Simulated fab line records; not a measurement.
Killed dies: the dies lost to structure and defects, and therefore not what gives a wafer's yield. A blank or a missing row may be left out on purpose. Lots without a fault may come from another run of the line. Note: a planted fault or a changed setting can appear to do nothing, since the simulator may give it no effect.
fab line records | flow nand-harc
[record] lots = 5 wafers = 15 last-day = 33
route steps=1302 shown A_STAIRCASE@810
lots that met no fault: taken from a fault-free run of the same line
start-h: hours from the record's opening day to when the first of the lot's shown wafers began | wait-h: hours from the lot's prior step to this one | " identical to the entry in the row above | L1.1+2: a row that stands for several wafers | - no value, or no start was given | * or withheld: withheld | < > ~ a bound
route shown NAME@n: names a module that has steps shown in the file, with the first one's number in the route | usual: mean/standard deviation taken from wafers without a fault | same: alike in all rows | chamber/n: place in a boat | sites: the reading at each site | _std_site: the standard deviation of these | _edge_site: inner sites' mean taken away from outer sites' mean | radius-mm: for every site, how far away it sits from the centre of the wafer | mask NAME#n: copy n | behind: the most recent tool/chamber to have shaped the wafer | hold: cause of the lot's hold/its duration in hours/its outcome | device: transistor that didn't switch, given as n, p or np | end of line: at the end of the route, the tests of the same wafers | a step with no rows: only its recipe | killed: dies that structure and defects cost at the first sort, which is not the same as the wafer's yield | map: a wafer's dies, x killed, . not, _ none there
set.NAME: the setting as run; set.NAME@STEP: as run at that earlier step | model.NAME: the simulator's own value behind a step, which no gauge read
lots at some steps of the route; a table a step, a row a wafer
services: a tool's chamber out of use, with start hour (start-h, from the record's first day; less than 0 if before it), hours out, and reason
[[steps]]
[step NHARC_A_STAIRCASE_STRIP_461]
[recipe] o2-flow-sccm = 400 cos-flow-sccm = 20 ar-flow-sccm = 0 bias-w = 0 chemistry = O2/COS
// columns lot.wafer tool chamber start-h wait-h
L081.3+4+5 rie-diel-05 2,3,0 - -
L080.2+4+6 rie-diel-05 1,0,1 - -
L083.2+1+3 rie-diel-12 3,0,1 - -
L093.4+3+2 rie-diel-12 3,0,1 - -
L097.6+4+5 rie-diel-03 3,1,2 - -
[step NHARC_A_STAIRCASE_ETCH_452]
[recipe] target-depth-a = 300 overetch-a = 30 time-s = 16.5 ion-energy-ev = 100 cf4-flow-sccm = 80 o2-flow-sccm = 20 ar-flow-sccm = 0 rf-w = 300 bias-w = 100 chemistry = CF4/O2
[usual] drypump-motor-current-A = 5.9/0.44 mfc-ar-sccm = 0.008/0.013 oes-product-au = 1.002/0.0087 rf-vpp-V = 197.6/1.4 showerhead-plenum-p-Torr = 1.33/0.054 throttle-valve-pct = 13.398/0.0095
[same] time-s = 16.5
// columns lot.wafer tool chamber start-h wait-h drypump-motor-current-A mfc-ar-sccm oes-product-au rf-hours-counter-h rf-vpp-V showerhead-plenum-p-Torr throttle-valve-pct
L081.4 rie-diel-05 3 - - 5.7 0 0.989 6 198.3 1.37 13.401
L081.3 " 2 " " 5.4 0.032 0.996 10 197.2 1.33 13.388
L081.5 " 0 " " 5.7 0.034 1.011 - 197.6 1.32 13.406
L080.4 rie-diel-05 3 - - 5.7 0 1.000 6 196.7 1.37 13.378
L080.2 " 0 " " 5.7 0.034 1.014 9 198.4 1.32 13.413
L080.6 " 3 " " 5.7 0 0.996 - 198.8 1.37 13.399
L083.2 rie-diel-12 0 - - 6.2 0 1.016 12 195.9 1.28 13.396
L083.3 " 1 " " 6.2 0.035 1.010 12 199.0 1.34 13.394
L083.1 " 2 " " 5.6 0 0.988 12 200.6 1.34 13.400
L093.4 rie-diel-12 2 - - 5.6 0 0.999 36 197.6 1.34 13.398
L093.3 " 3 " " 6.1 0.021 1.007 41 196.6 1.25 13.400
L093.2 " 1 " " 6.2 0.035 1.010 38 198.0 1.33 13.411
L097.5 rie-diel-03 1 - - 5.7 0 1.005 - 197.6 1.34 13.399
L097.4 " 2 " " 4.9 0 1.003 - 197.3 1.32 13.400
L097.6 " 3 " " 5.9 0 1.008 - 199.8 1.44 13.397
[step NHARC_A_STAIRCASE_ETCH_294]
[recipe] target-depth-a = 49890 time-s = 1211.6 ion-energy-ev = 800 c4f8-flow-sccm = 80 o2-flow-sccm = 60 ar-flow-sccm = withheld rf-w = 600 bias-w = 3000 chemistry = C4F8/O2/Ar
[usual] oes-product-au = 0.933/0.0093 rf-vpp-V = 1825/9.4
[same] time-s = 1211.6
// columns lot.wafer tool chamber start-h wait-h oes-product-au rf-hours-counter-h rf-vpp-V
L081.3 rie-diel-05 1 - - 0.923 10 1811
L081.4 " 3 " " 0.932 6 1834
L081.5 " 0 " " 0.939 - 1823
L080.4 rie-diel-05 3 - - 0.928 6 1834
L080.2 " 1 " " 0.927 11 1811
L080.6 " 3 " " 0.937 - 1834
L083.3 rie-diel-12 0 - - 0.932 12 1816
L083.2 " 1 " " 0.943 12 1827
L083.1 " 2 " " 0.930 12 1828
L093.2 rie-diel-12 1 - - 0.931 38 1827
L093.3 " 2 " " 0.931 36 1828
L093.4 " 3 " " 0.945 41 1811
L097.5 rie-diel-03 1 - - 0.923 - 1829
L097.4 " 2 " " 0.936 - 1825
L097.6 " 3 " " 0.935 - 1846
[step NHARC_A_STAIRCASE_STRIP_295]
[recipe] o2-flow-sccm = 500 ar-flow-sccm = 0 bias-w = 0 chemistry = O2
[usual] drypump-motor-current-A = 5.9/0.45 mfc-ar-sccm = 0.009/0.014 oes-product-au = 1.003/0.0082 rf-vpp-V = 57.7/0.87 showerhead-plenum-p-Torr = 3.52/0.13 throttle-valve-pct = 17.036/0.0092
// columns lot.wafer tool chamber start-h wait-h drypump-motor-current-A mfc-ar-sccm oes-product-au rf-hours-counter-h rf-vpp-V showerhead-plenum-p-Torr throttle-valve-pct
L081.3 rie-diel-05 2 - - 5.4 0.032 0.993 11 57.4 3.51 17.025
L081.4 " 1 " " 6.2 0.001 0.994 11 57.1 3.31 17.043
L081.5 " 2 " " 5.4 0.032 0.985 - 56.5 3.51 17.031
L080.2 rie-diel-05 0 - - 5.7 0.034 1.017 9 59.0 3.49 17.029
L080.4 " 2 " " 5.4 0.032 0.999 11 56.6 3.51 17.041
L080.6 " 1 " " 6.1 0.001 0.996 - 57.5 3.31 17.042
L083.2 rie-diel-12 2 - - 5.6 0 0.999 12 58.3 3.54 17.037
L083.3 " 3 " " 6.1 0.021 1.006 12 56.7 3.32 17.015
L083.1 " 0 " " 6.2 0 1.002 13 57.2 3.39 17.021
L093.3 rie-diel-12 0 - - 6.2 0 1.003 40 56.7 3.38 17.041
L093.2 " 1 " " 6.2 0.035 1.002 39 56.9 3.53 17.051
L093.4 " 3 " " 6.1 0.021 1.017 41 56.4 3.30 17.050
L097.4 rie-diel-03 2 - - 4.9 0 1.005 - 58.0 3.50 17.041
L097.6 " 3 " " 5.9 0 1.000 - 58.9 3.78 17.027
L097.5 " 1 " " 5.7 0 0.998 - 57.5 3.55 17.038
[step NHARC_A_STAIRCASE_STRIP_296]
[recipe] time-s = 900 temp-c = 130 chemistry = SPM
[usual] bath-guard-temp-C = 130.0/0.45
[same] time-s = 900
// columns lot.wafer tool chamber start-h wait-h bath-guard-temp-C
L081.5 wet-bench-06 5 444.90 - 130.3
L081.3 " 7 " " 129.5
L081.4 " 1 " " 130.0
L080.4 wet-bench-02 5 446.64 - 131.1
L080.2 " 6 " " 129.6
L080.6 " 7 " " 129.8
L083.3 wet-bench-02 3 481.30 - 129.5
L083.2 " 4 " " 130.4
L083.1 " 0 " " 130.3
L093.3 wet-bench-02 2 574.77 - 129.6
L093.4 " 3 " " 129.3
L093.2 " 4 " " 130.4
L097.6 wet-bench-02 3 609.80 - 129.6
L097.4 " 6 " " 129.1
L097.5 " 7 " " 129.8
[step NHARC_A_STAIRCASE_PRECLEAN_297]
[recipe] time-s = * temp-c = 50 bath-age-min = 0 chemistry = SC1
[usual] bath-guard-temp-C = 50.0/0.45
[same] time-s = *
// columns lot.wafer tool chamber start-h wait-h bath-guard-temp-C
L081.5 wet-bench-06 5 - - 50.3
L081.3 " 7 " " 49.6
L081.4 " 1 " " 50.3
L080.4 wet-bench-02 5 - - 51.1
L080.2 " 6 " " 49.0
L080.6 " 7 " " 49.7
L083.3 wet-bench-02 3 - - 49.4
L083.2 " 4 " " 50.4
L083.1 " 0 " " 50.3
L093.3 wet-bench-02 2 - - 49.2
L093.4 " 3 " " 49.5
L093.2 " 4 " " 50.4
L097.6 wet-bench-02 3 - - 49.6
L097.4 " 6 " " 49.4
L097.5 " 7 " " 50.2
[step NHARC_A_STAIRCASE_SRD_298]
// columns lot.wafer tool chamber start-h wait-h
L081.5+3+4 wet-bench-06 5,7,1 - -
L080.4+2+6 wet-bench-02 5,6,7 - -
L083.3+2+1 wet-bench-02 3,4,0 - -
L093.3+4+2 wet-bench-02 2,3,4 - -
L097.6+4+5 wet-bench-02 3,6,7 - -
[step NHARC_A_STAIRCASE_HM_DEP_462]
[recipe] target-thk-a = 8000 temp-c = 400 material = aC
[usual] throttle-valve-pct = 34.999/0.0085
// columns lot.wafer tool chamber start-h wait-h throttle-valve-pct
L081.3 acl-dep-01 0 447.47 2.1 34.991
L081.4 " 0 " " 34.992
L081.5 " 0 " " 34.994
L080.2 acl-dep-02 0 448.08 1.0 34.997
L080.4 " 0 " " 34.982
L080.6 " 0 " " 35.014
L083.1 acl-dep-01 0 488.26 6.5 35.004
L083.2 " 0 " " 35.005
L083.3 " 0 " " 34.989
L093.2 acl-dep-01 0 575.69 0.5 34.997
L093.3 " 0 " " 35.006
L093.4 " 0 " " 34.998
L097.4 acl-dep-01 0 617.00 6.8 34.987
L097.5 " 0 " " 34.995
L097.6 " 0 " " 35.014
[step NHARC_A_STAIRCASE_DEP_301]
[recipe] target-thk-a = 300 target-thk-nm = 30 temp-c = 400 pressure-torr = 3.5 flow-sccm = 200 rf-w = 350 material = SiON
[usual] heater-power-w = 737/78
// columns lot.wafer tool chamber start-h wait-h heater-power-w since-wet-clean-h
L081.3 pecvd-02 2 448.73 1.0 761 28
L081.4 " 2 " " 754 -
L081.5 " 1 " " 751 -
L080.2 pecvd-01 1 449.71 1.3 689 126
L080.4 " 2 " " 797 -
L080.6 " 1 " " 697 -
L083.2 pecvd-02 2 490.13 1.3 711 69
L083.3 " 0 " " 876 69
L083.1 " 1 " " 772 69
L093.2 pecvd-02 0 577.24 1.2 872 156
L093.3 " 2 " " 623 156
L093.4 " 2 " " 625 -
L097.6 pecvd-04 2 618.03 0.1 781 -
L097.4 " 0 " " 809 -
L097.5 " 1 " " 775 -
[step NHARC_A_STAIRCASE_DEHYDRATE_302]
[recipe] temp-c = 150 time-s = 120
[usual] exhaust-pa = 45.0/0.87 heater-power-total-W = 182.5/1.2
[same] time-s = 120
// columns lot.wafer tool chamber start-h wait-h exhaust-pa heater-power-total-W
L081.3 litho-track-03 0 449.00 0.2 44.7 184.1
L081.4 " 0 " " 45.9 182.1
L081.5 " 0 " " 46.2 180.4
L080.2 litho-track-07 0 449.92 0.2 45.3 181.1
L080.4 " 0 " " 46.2 183.4
L080.6 " 0 " " 45.2 180.6
L083.1 litho-track-02 0 490.40 0.2 43.5 180.5
L083.2 " 0 " " 45.1 181.1
L083.3 " 0 " " 45.5 181.3
L093.2 litho-track-03 0 577.51 0.2 44.1 182.3
L093.3 " 0 " " 43.6 183.4
L093.4 " 0 " " 44.2 183.9
L097.4 litho-track-03 0 618.21 0.1 43.7 183.5
L097.5 " 0 " " 44.2 181.5
L097.6 " 0 " " 45.1 183.3
[[services]]
// columns tool chamber start-h hours kind
wet-bench-02 - 420.00 8.0 pm
litho-track-07 - 426.00 7.0 pm
acl-dep-02 - 427.33 13.0 pm
pecvd-02 - 439.73 0.7 repair
rie-diel-12 - 447.42 9.0 pm
litho-track-03 - 450.01 7.0 pm
pecvd-04 - 450.22 13.0 pm
rie-diel-03 2 453.37 4.3 repair
rie-diel-12 - 458.24 0.5 repair
rie-diel-03 - 459.55 9.0 pm
pecvd-02 1 462.07 10.2 repair
rie-diel-05 2 464.84 31.8 repair
wet-bench-06 - 490.72 0.5 repair
pecvd-01 0 491.00 11.1 repair
pecvd-01 - 492.22 13.0 pm
rie-diel-03 1 502.74 20.3 repair
rie-diel-12 - 536.03 2.2 repair
wet-bench-06 - 545.60 8.0 pm
acl-dep-01 - 550.88 13.0 pm
rie-diel-12 2 569.33 2.6 repair
rie-diel-05 - 584.74 9.0 pm
pecvd-02 - 589.21 13.0 pm
wet-bench-02 - 596.00 8.0 pm
rie-diel-03 0 606.54 6.3 repair
[[key]]
fault none
